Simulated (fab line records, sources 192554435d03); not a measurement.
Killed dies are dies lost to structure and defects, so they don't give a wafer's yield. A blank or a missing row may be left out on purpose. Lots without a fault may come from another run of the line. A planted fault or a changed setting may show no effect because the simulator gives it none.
Which tool did it? | flow n5_finfet | 23 lots, 69 wafers sampled, at 6 steps of a route of 1938

WHAT THE GAUGES READ, wafer by wafer
N5_BEOL_M15_CD_MEAS_10: target cd 360 nm. Usual: cd_nm 359.7 nm, standard deviation 1.7.
lot  | measured     | on        | cd_nm (nm)        | flag
L074 | day 12 05:46 | cd_sem-02 | 359.1 357.2 357.7 |
L075 | day 12 08:34 | cd_sem-01 | 357.8 357.8 357.5 |
L079 | day 12 20:45 | cd_sem-02 | 361.6 359.9 361.7 |
L077 | day 13 07:11 | cd_sem-01 | 359.9 359.2 359.0 |
L078 | day 13 18:34 | cd_sem-02 | 358.2 358.9 360.6 |
L081 | day 13 21:04 | cd_sem-02 | 360.1 361.6 360.3 |
L080 | day 14 05:54 | cd_sem-01 | 357.4 356.2 359.8 |
L083 | day 14 10:38 | cd_sem-02 | 358.8 359.7 359.3 |
L082 | day 14 11:06 | cd_sem-03 | 357.7 358.4 361.9 |
L084 | day 14 15:59 | cd_sem-03 | 360.6 360.2 359.0 |
L085 | day 14 16:26 | cd_sem-01 | 358.4 359.9 359.5 |
L086 | day 15 04:23 | cd_sem-03 | 358.9 358.7 358.5 |
L087 | day 15 17:28 | cd_sem-02 | 359.4 360.7 359.9 |
L090 | day 15 18:01 | cd_sem-02 | 357.0 358.2 360.6 |
L088 | day 16 01:57 | cd_sem-01 | 358.9 357.5 360.9 |
L089 | day 16 02:22 | cd_sem-02 | 359.8 360.5 363.2 |
L092 | day 16 08:31 | cd_sem-02 | 359.9 357.4 359.3 |
L093 | day 16 17:50 | cd_sem-03 | 358.7 360.2 360.7 |
L091 | day 16 17:53 | cd_sem-02 | 359.6 358.6 362.8 |
L095 | day 17 03:20 | cd_sem-03 | 363.9 361.5 362.5 |
L094 | day 17 04:12 | cd_sem-03 | 360.9 361.2 362.9 |
L096 | day 18 01:43 | cd_sem-03 | 356.8 358.3 361.5 |
L097 | day 19 21:50 | cd_sem-03 | 359.9 359.8 358.1 |

N5_BEOL_M15_RS_MEAS_54: measures by four-point-probe. Usual: M15_RS 0.0216 ohm/sq, standard deviation 0.00044.
lot  | measured     | on            | M15_RS (ohm/sq)      | flag
L074 | day 12 10:30 | film_metro-01 | 0.0211 0.0217 0.0210 |
L075 | day 12 14:31 | film_metro-01 | 0.0213 0.0220 0.0221 |
L079 | day 13 04:20 | film_metro-02 | 0.0229 0.0215 0.0217 |
L077 | day 13 13:41 | film_metro-02 | 0.0213 0.0219 0.0217 |
L078 | day 14 04:53 | film_metro-02 | 0.0213 0.0215 0.0223 |
L081 | day 14 05:10 | film_metro-01 | 0.0213 0.0219 0.0222 |
L080 | day 14 10:47 | film_metro-01 | 0.0219 0.0214 0.0212 |
L083 | day 14 15:33 | film_metro-02 | 0.0209 0.0213 0.0208 |
L082 | day 14 16:38 | film_metro-02 | 0.0222 0.0209 0.0213 |
L084 | day 14 19:47 | film_metro-01 | 0.0219 0.0218 0.0221 |
L085 | day 14 23:31 | film_metro-02 | 0.0219 0.0216 0.0214 |
L086 | day 15 10:38 | film_metro-01 | 0.0208 0.0222 0.0212 |
L087 | day 16 00:19 | film_metro-01 | 0.0215 0.0219 0.0213 |
L090 | day 16 01:47 | film_metro-01 | 0.0220 0.0224 0.0209 |
L088 | day 16 11:18 | film_metro-01 | 0.0222 0.0219 0.0215 |
L089 | day 16 17:41 | film_metro-02 | 0.0215 0.0213 0.0219 |
L092 | day 16 17:32 | film_metro-01 | 0.0221 0.0216 0.0215 |
L093 | day 16 22:40 | film_metro-01 | 0.0214 0.0209 0.0209 |
L091 | day 16 22:55 | film_metro-02 | 0.0222 0.0210 0.0216 |
L095 | day 17 09:28 | film_metro-01 | 0.0217 0.0225 0.0226 |
L094 | day 17 09:36 | film_metro-01 | 0.0217 0.0209 0.0218 |
L096 | day 18 08:58 | film_metro-02 | 0.0210 0.0215 0.0209 |
L097 | day 20 01:39 | film_metro-01 | 0.0216 0.0222 0.0211 |

WHICH TOOL RAN EACH LOT (tool, then ch and the chambers of the sampled wafers, then the start)
lot  | N5_BEOL_M14_SPUTTER_43       | N5_BEOL_M15_STRIP_64                          | N5_BEOL_M15_ETCH_57                | N5_BEOL_M15_ETCH_61
L074 | pvd_sputter-01, day 12 03:22 | rie_diel-06 ch 1,2, day 12 07:03 or earlier   | rie_diel-05 ch 0,2,3, day 12 07:03 | rie_diel-03 ch 0,1, day 12 07:57
L075 | pvd_sputter-03, day 12 06:46 | rie_diel-05 ch 0,1,2, day 12 09:18 or earlier | rie_diel-05 ch 1,2, day 12 09:18   | rie_diel-03 ch 0,3, day 12 10:23
L079 | pvd_sputter-01, day 12 18:36 | rie_diel-03 ch 0,1, day 12 21:26 or earlier   | rie_diel-05 ch 0,2, day 12 21:26   | rie_diel-05 ch 0,1, day 12 22:26
L077 | pvd_sputter-03, day 13 03:51 | rie_diel-05 ch 0,1,3, day 13 07:56 or earlier | rie_diel-05 ch 2,3, day 13 07:56   | rie_diel-05 ch 1,3, day 13 08:58
L078 | pvd_sputter-03, day 13 16:38 | rie_diel-03 ch 0,1,2, day 13 19:15 or earlier | rie_diel-03 ch 0,1,3, day 13 19:15 | rie_diel-03 ch 0,2,3, day 13 20:16
L081 | pvd_sputter-01, day 13 19:08 | rie_diel-03 ch 0,1,3, day 13 21:46 or earlier | rie_diel-05 ch 0,1,2, day 13 21:46 | rie_diel-05 ch 0,2,3, day 13 22:40
L080 | pvd_sputter-03, day 14 04:06 | rie_diel-03 ch 0,1,3, day 14 07:19 or earlier | rie_diel-03 ch 1,2,3, day 14 07:19 | rie_diel-03 ch 0,2,3, day 14 08:12
L083 | pvd_sputter-01, day 14 08:47 | rie_diel-06 ch 1,2, day 14 11:25 or earlier   | rie_diel-03 ch 0,3, day 14 11:25   | rie_diel-03 ch 0,1, day 14 12:19
L082 | pvd_sputter-01, day 14 09:07 | rie_diel-05 ch 0,1,3, day 14 11:47 or earlier | rie_diel-05 ch 1,3, day 14 11:47   | rie_diel-03 ch 0,1,3, day 14 12:48
L084 | pvd_sputter-02, day 14 14:11 | rie_diel-05 ch 2,3, day 14 16:40 or earlier   | rie_diel-03 ch 2,3, day 14 16:40   | rie_diel-06 ch 0,2,3, day 14 17:41
L085 | pvd_sputter-02, day 14 14:30 | rie_diel-05 ch 0,2, day 14 17:09 or earlier   | rie_diel-03 ch 0,1,2, day 14 17:09 | rie_diel-05 ch 1,2,3, day 14 18:20
L086 | pvd_sputter-02, day 15 02:26 | rie_diel-03 ch 1,2, day 15 05:04 or earlier   | rie_diel-03 ch 1,3, day 15 05:04   | rie_diel-03 ch 1,2,3, day 15 05:58
L087 | pvd_sputter-01, day 15 15:40 | rie_diel-05 ch 1,2,3, day 15 18:14 or earlier | rie_diel-06 ch 1,2,3, day 15 18:14 | rie_diel-05 ch 0,3, day 15 19:13
L090 | pvd_sputter-01, day 15 16:07 | rie_diel-05 ch 0,2,3, day 15 18:42 or earlier | rie_diel-05 ch 0,1,3, day 15 18:42 | rie_diel-06 ch 0,1,3, day 15 19:37
L088 | pvd_sputter-01, day 15 23:27 | rie_diel-05 ch 0,2, day 16 02:52 or earlier   | rie_diel-05 ch 0,1, day 16 02:52   | rie_diel-05 ch 0,1,3, day 16 03:46
L089 | pvd_sputter-02, day 15 23:56 | rie_diel-05 ch 1,2,3, day 16 03:10 or earlier | rie_diel-06 ch 0,2,3, day 16 03:10 | rie_diel-05 ch 0,1,3, day 16 04:14
L092 | pvd_sputter-01, day 16 06:35 | rie_diel-03 ch 1,2, day 16 09:19 or earlier   | rie_diel-05 ch 0,3, day 16 09:19   | rie_diel-05 ch 1,2,3, day 16 10:20
L093 | pvd_sputter-02, day 16 15:54 | rie_diel-06 ch 1,2,3, day 16 18:31 or earlier | rie_diel-06 ch 0,1, day 16 18:31   | rie_diel-03 ch 1,2, day 16 20:10
L091 | pvd_sputter-03, day 16 15:56 | rie_diel-03 ch 0,1,2, day 16 18:39 or earlier | rie_diel-03 ch 0,1,2, day 16 18:39 | rie_diel-06 ch 0,1,3, day 16 20:10
L095 | pvd_sputter-02, day 17 01:30 | rie_diel-03 ch 1,2,3, day 17 04:01 or earlier | rie_diel-05 ch 0,1, day 17 04:01   | rie_diel-03 ch 0,3, day 17 05:13
L094 | pvd_sputter-01, day 17 02:15 | rie_diel-06 ch 0,1,3, day 17 05:33 or earlier | rie_diel-05 ch 0,1,2, day 17 05:33 | rie_diel-06 ch 1,2, day 17 06:27
L096 | pvd_sputter-01, day 17 23:47 | rie_diel-05 ch 0,1, day 18 02:25 or earlier   | rie_diel-05 ch 1,2,3, day 18 02:25 | rie_diel-03 ch 0,1, day 18 03:26
L097 | pvd_sputter-03, day 19 20:01 | rie_diel-05 ch 0,1,3, day 19 22:33 or earlier | rie_diel-06 ch 0,1,2, day 19 22:33 | rie_diel-03 ch 1,2,3, day 19 23:27
- N5_BEOL_M14_SPUTTER_43: material TaN, target thk 15 nm, time 24.19 s.
- N5_BEOL_M15_STRIP_64: strips in O2.
- N5_BEOL_M15_ETCH_57: etches SOC in N2/H2, time 750 s.
- N5_BEOL_M15_ETCH_61: etches BARC in N2/H2, target depth 89 nm, overetch 26.7 nm, time 67.9 s.

WHAT THE TOOLS THEMSELVES READ (means of the sampled wafers that have a number; where no wafer has one, the mark that the record gives instead)
N5_BEOL_M14_SPUTTER_43. Usual: throttle_valve_pct 30.3 %, standard deviation 1.1.
lot  | tool           | throttle_valve_pct (%) | flag
L074 | pvd_sputter-01 | 31.4                   |
L075 | pvd_sputter-03 | 30.7                   |
L079 | pvd_sputter-01 | 30.8                   |
L077 | pvd_sputter-03 | 29.9                   |
L078 | pvd_sputter-03 | 30.6                   |
L081 | pvd_sputter-01 | 30.8                   |
L080 | pvd_sputter-03 | 30.3                   |
L083 | pvd_sputter-01 | 31.5                   |
L082 | pvd_sputter-01 | 31.4                   |
L084 | pvd_sputter-02 | 29.0                   |
L085 | pvd_sputter-02 | 28.8                   |
L086 | pvd_sputter-02 | 29.1                   |
L087 | pvd_sputter-01 | 30.6                   |
L090 | pvd_sputter-01 | 30.5                   |
L088 | pvd_sputter-01 | 30.8                   |
L089 | pvd_sputter-02 | 29.2                   |
L092 | pvd_sputter-01 | 30.7                   |
L093 | pvd_sputter-02 | 29.0                   |
L091 | pvd_sputter-03 | 30.4                   |
L095 | pvd_sputter-02 | 28.6                   |
L094 | pvd_sputter-01 | 30.3                   |
L096 | pvd_sputter-01 | 30.0                   |
L097 | pvd_sputter-03 | 30.5                   |

N5_BEOL_M15_STRIP_64. Usual: drypump_motor_current_A 5.7 A, standard deviation 0.48; o2_flow_sccm 225.0 sccm, standard deviation 0.63; oes_product_au 0.77 a.u., standard deviation 0.066; rf_vpp_V 3.6 V, standard deviation 0.48; showerhead_plenum_p_Torr 2.07 Torr, standard deviation 0.064; throttle_valve_pct 16.63 %, standard deviation 0.17.
lot  | tool        | drypump_motor_current_A (A) | o2_flow_sccm (sccm) | oes_product_au (a.u.) | rf_vpp_V (V) | showerhead_plenum_p_Torr (Torr) | throttle_valve_pct (%) | flag
L074 | rie_diel-06 | 5.9                         | 225.2               | 0.76                  | 3.4          | 2.06                            | 16.90                  |
L075 | rie_diel-05 | 5.7                         | 224.8               | 0.79                  | 3.9          | 2.08                            | 16.64                  |
L079 | rie_diel-03 | 5.4                         | 224.2               | 0.80                  | 3.9          | 2.05                            | 16.49                  |
L077 | rie_diel-05 | 6.1                         | 224.6               | 0.76                  | 3.5          | 2.07                            | 16.72                  |
L078 | rie_diel-03 | 5.7                         | 224.9               | 0.75                  | 3.5          | 2.03                            | 16.50                  |
L081 | rie_diel-03 | 5.3                         | 225.1               | 0.77                  | 3.5          | 2.10                            | 16.59                  |
L080 | rie_diel-03 | 5.3                         | 225.1               | 0.77                  | 3.7          | 2.10                            | 16.61                  |
L083 | rie_diel-06 | 5.9                         | 225.8               | 0.74                  | 3.9          | 2.05                            | 16.93                  |
L082 | rie_diel-05 | 6.1                         | 224.4               | 0.76                  | 3.7          | 2.07                            | 16.74                  |
L084 | rie_diel-05 | 5.7                         | 224.9               | 0.76                  | 3.3          | 2.11                            | 16.72                  |
L085 | rie_diel-05 | 5.3                         | 225.6               | 0.72                  | 4.0          | 2.09                            | 16.80                  |
L086 | rie_diel-03 | 5.9                         | 224.8               | 0.75                  | 3.3          | 1.99                            | 16.43                  |
L087 | rie_diel-05 | 5.8                         | 225.1               | 0.78                  | 3.9          | 2.08                            | 16.63                  |
L090 | rie_diel-05 | 5.5                         | 225.0               | 0.84                  | 3.2          | 2.09                            | 16.63                  |
L088 | rie_diel-05 | 5.1                         | 225.8               | 0.85                  | 4.1          | 2.10                            | 16.57                  |
L089 | rie_diel-05 | 5.8                         | 225.4               | 0.78                  | 3.8          | 2.08                            | 16.63                  |
L092 | rie_diel-03 | 5.9                         | 224.4               | 0.74                  | 3.5          | 1.99                            | 16.45                  |
L093 | rie_diel-06 | 5.8                         | 225.2               | 0.73                  | 3.9          | 2.06                            | 16.84                  |
L091 | rie_diel-03 | 5.7                         | 224.4               | 0.74                  | 3.9          | 2.02                            | 16.55                  |
L095 | rie_diel-03 | 5.5                         | 224.7               | 0.76                  | 3.7          | 2.06                            | 16.56                  |
L094 | rie_diel-06 | 5.7                         | 224.6               | 0.71                  | 4.0          | 2.07                            | 16.70                  |
L096 | rie_diel-05 | 6.2                         | 224.9               | 0.85                  | 3.3          | 2.05                            | 16.55                  |
L097 | rie_diel-05 | 6.1                         | 225.4               | 0.79                  | 3.9          | 2.06                            | 16.65                  |

N5_BEOL_M15_ETCH_57. Usual: bias_w 350.0 W, standard deviation 1; drypump_motor_current_A 5.7 A, standard deviation 0.5; oes_product_au 0.77 a.u., standard deviation 0.07; rf_fwd_power_W 2998 W, standard deviation 7.8; rf_vpp_V 523.2 V, standard deviation 2.3; showerhead_plenum_p_Torr 2.52 Torr, standard deviation 0.075; throttle_valve_pct 17.73 %, standard deviation 0.21.
lot  | tool        | bias_w (W) | drypump_motor_current_A (A) | oes_product_au (a.u.) | rf_fwd_power_W (W) | rf_vpp_V (V) | showerhead_plenum_p_Torr (Torr) | throttle_valve_pct (%) | flag
L074 | rie_diel-05 | 349.9      | 5.5                         | 0.76                  | 3005               | 523.9        | 2.54                            | 17.79                  |
L075 | rie_diel-05 | 350.0      | 5.4                         | 0.84                  | 2997               | 523.5        | 2.54                            | 17.55                  |
L079 | rie_diel-05 | 349.4      | 5.4                         | 0.73                  | 2985               | 523.0        | 2.52                            | 17.80                  |
L077 | rie_diel-05 | 348.1      | 5.7                         | 0.78                  | 2995               | 524.4        | 2.55                            | 17.78                  |
L078 | rie_diel-03 | 350.0      | 5.3                         | 0.79                  | 2998               | 524.4        | 2.55                            | 17.64                  |
L081 | rie_diel-05 | 350.4      | 5.6                         | 0.78                  | 2994               | 522.7        | 2.52                            | 17.70                  |
L080 | rie_diel-03 | 350.3      | 5.6                         | 0.77                  | 3000               | 523.9        | 2.51                            | 17.59                  |
L083 | rie_diel-03 | 349.3      | 5.2                         | 0.76                  | 2999               | 526.5        | 2.61                            | 17.80                  |
L082 | rie_diel-05 | 349.5      | 6.2                         | 0.77                  | 2992               | 523.0        | 2.51                            | 17.82                  |
L084 | rie_diel-03 | 349.7      | 5.4                         | 0.76                  | 3002               | 524.8        | 2.57                            | 17.74                  |
L085 | rie_diel-03 | 349.8      | 5.7                         | 0.75                  | 3000               | 521.3        | 2.46                            | 17.53                  |
L086 | rie_diel-03 | 350.6      | 5.2                         | 0.79                  | 2991               | 525.1        | 2.58                            | 17.71                  |
L087 | rie_diel-06 | 348.9      | 5.8                         | 0.74                  | 3005               | 522.9        | 2.50                            | 17.99                  |
L090 | rie_diel-05 | 349.6      | 6.1                         | 0.84                  | 2994               | 522.1        | 2.50                            | 17.70                  |
L088 | rie_diel-05 | 350.2      | 6.2                         | 0.87                  | 2989               | 522.3        | 2.48                            | 17.59                  |
L089 | rie_diel-06 | 349.5      | 5.9                         | 0.71                  | 3002               | 526.1        | 2.59                            | 17.86                  |
L092 | rie_diel-05 | 350.0      | 5.9                         | 0.80                  | 2996               | 523.3        | 2.52                            | 17.80                  |
L093 | rie_diel-06 | 350.2      | 5.6                         | 0.74                  | 3002               | 520.0        | 2.44                            | 17.96                  |
L091 | rie_diel-03 | 350.3      | 5.7                         | 0.74                  | 3004               | 521.0        | 2.46                            | 17.57                  |
L095 | rie_diel-05 | 350.9      | 5.9                         | 0.89                  | 3005               | 522.0        | 2.48                            | 17.58                  |
L094 | rie_diel-05 | 349.8      | 5.7                         | 0.85                  | 2993               | 523.1        | 2.51                            | 17.58                  |
L096 | rie_diel-05 | 350.5      | 5.8                         | 0.77                  | 3001               | 522.9        | 2.51                            | 17.74                  |
L097 | rie_diel-06 | 350.9      | 5.8                         | 0.71                  | 3002               | 521.9        | 2.49                            | 18.02                  |

N5_BEOL_M15_ETCH_61. Usual: bias_w 150.0 W, standard deviation 0.41; drypump_motor_current_A 5.7 A, standard deviation 0.49; oes_product_au 0.66 a.u., standard deviation 0.054; rf_fwd_power_W 833 W, standard deviation 3.1; rf_vpp_V 523.2 V, standard deviation 2.4; showerhead_plenum_p_Torr 2.52 Torr, standard deviation 0.083; throttle_valve_pct 17.81 %, standard deviation 0.21.
lot  | tool        | bias_w (W) | drypump_motor_current_A (A) | oes_product_au (a.u.) | rf_fwd_power_W (W) | rf_vpp_V (V) | showerhead_plenum_p_Torr (Torr) | throttle_valve_pct (%) | flag
L074 | rie_diel-03 | 149.5      | 5.4                         | 0.68                  | 835                | 523.4        | 2.48                            | 17.57                  |
L075 | rie_diel-03 | 150.0      | 5.2                         | 0.66                  | 830                | 525.6        | 2.62                            | 17.87                  |
L079 | rie_diel-05 | 150.2      | 6.2                         | 0.69                  | 833                | 523.2        | 2.49                            | 17.80                  |
L077 | rie_diel-05 | 150.0      | 6.2                         | 0.67                  | 835                | 523.3        | 2.52                            | 17.91                  |
L078 | rie_diel-03 | 149.8      | 5.6                         | 0.64                  | 834                | 523.1        | 2.54                            | 17.79                  |
L081 | rie_diel-05 | 149.7      | 5.5                         | 0.64                  | 834                | 523.9        | 2.54                            | 17.90                  |
L080 | rie_diel-03 | 150.0      | 5.6                         | 0.63                  | 834                | 524.2        | 2.53                            | 17.78                  |
L083 | rie_diel-03 | 150.2      | 5.4                         | 0.67                  | 832                | 522.8        | 2.47                            | 17.59                  |
L082 | rie_diel-03 | 149.9      | 5.3                         | 0.66                  | 833                | 523.5        | 2.54                            | 17.75                  |
L084 | rie_diel-06 | 149.9      | 5.9                         | 0.62                  | 835                | 525.1        | 2.60                            | 17.95                  |
L085 | rie_diel-05 | 149.6      | 5.8                         | 0.68                  | 832                | 522.9        | 2.52                            | 17.79                  |
L086 | rie_diel-03 | 150.4      | 5.5                         | 0.65                  | 834                | 522.5        | 2.50                            | 17.70                  |
L087 | rie_diel-05 | 149.8      | 5.8                         | 0.76                  | 834                | 522.8        | 2.50                            | 17.78                  |
L090 | rie_diel-06 | 149.5      | 5.7                         | 0.62                  | 833                | 523.8        | 2.53                            | 17.94                  |
L088 | rie_diel-05 | 149.8      | 6.1                         | 0.71                  | 833                | 522.0        | 2.50                            | 17.81                  |
L089 | rie_diel-05 | 150.2      | 6.1                         | 0.71                  | 836                | 522.7        | 2.50                            | 17.81                  |
L092 | rie_diel-05 | 150.3      | 5.8                         | 0.67                  | 835                | 522.7        | 2.52                            | 17.83                  |
L093 | rie_diel-03 | 150.0      | 5.6                         | 0.65                  | 833                | 521.5        | 2.43                            | 17.56                  |
L091 | rie_diel-06 | 150.0      | 5.7                         | 0.62                  | 834                | 523.3        | 2.53                            | 17.96                  |
L095 | rie_diel-03 | 150.1      | 5.2                         | 0.63                  | 831                | 525.5        | 2.60                            | 17.93                  |
L094 | rie_diel-06 | 150.0      | 5.9                         | 0.62                  | 830                | 520.8        | 2.47                            | 18.26                  |
L096 | rie_diel-03 | 150.0      | 5.4                         | 0.65                  | 834                | 522.0        | 2.46                            | 17.65                  |
L097 | rie_diel-03 | 150.2      | 5.5                         | 0.63                  | 830                | 522.8        | 2.49                            | 17.76                  |

THE ANSWER, worked out from the rows above alone
Rule: a lot is off if the mean of its wafers that have a number lies more than 3 standard deviations from the usual mean. A lot without any number at a reading at which 4 lots or more have one is off too. The other lots that the step has rows for count as sound. The gauges are gone through in route order, then the tools' own readings, and for those a lot's mean is taken as printed above. The first step at which some lot is off is used, and at that step the reading that is off furthest; a lot without a number counts as furthest.
No lot is off at any reading shown: from this, nothing can be told.

WHAT THE SIMULATOR HAD PUT IN
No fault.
